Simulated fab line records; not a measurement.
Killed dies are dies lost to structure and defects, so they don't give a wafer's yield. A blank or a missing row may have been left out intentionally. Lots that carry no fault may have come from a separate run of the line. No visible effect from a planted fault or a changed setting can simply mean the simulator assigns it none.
Matching of chambers ; flow nand harc ; NHARC_A_BONDPAD_DESCUM_11 on rie diel-05 has 4 sister chambers
The step chemistry O2, time 3 s. 4 wafers are shown with their chamber, then 8 later ones without.

## EACH WAFER AND ITS CHAMBER
wafer;chamber;showerhead plenum p Torr (Torr)
L622.4;3;1.92
L623.1;0;2.03
L623.3;2;1.83
L624.4;1;2.00

## WAFERS MISSING THEIR CHAMBER
wafer;showerhead plenum p Torr (Torr)
L624.5;1.92
L624.6;1.83
L626.1;2.00
L626.3;1.92
L626.4;1.83
L627.1;1.83
L627.3;1.91
L627.5;2.03

## THE CHAMBER EACH PASSED THROUGH
wafer;from the rows above;in truth
L624.5;3;3
L624.6;2;2
L626.1;1;1
L626.3;3;3
L626.4;2;2
L627.1;2;2
L627.3;3;3
L627.5;0;0
Correct placement for 8 of the 8. Left unplaced by these rows: 0. 0 placed wrongly.
How it was worked out, from the rows above alone: a wafer's distance from a chamber is the root of the sum, over the readings, of the square of ((its reading less the chamber's mean) divided by the reading's scatter). If the next closest chamber is less than 2 further off than the closest, the wafer can't be placed; otherwise it belongs to the closest. The mean given for a chamber averages the wafers shown for that chamber. The scatter: root of mean squared gap, hidden wafer to nearest shown wafer, with one shown wafer a chamber.
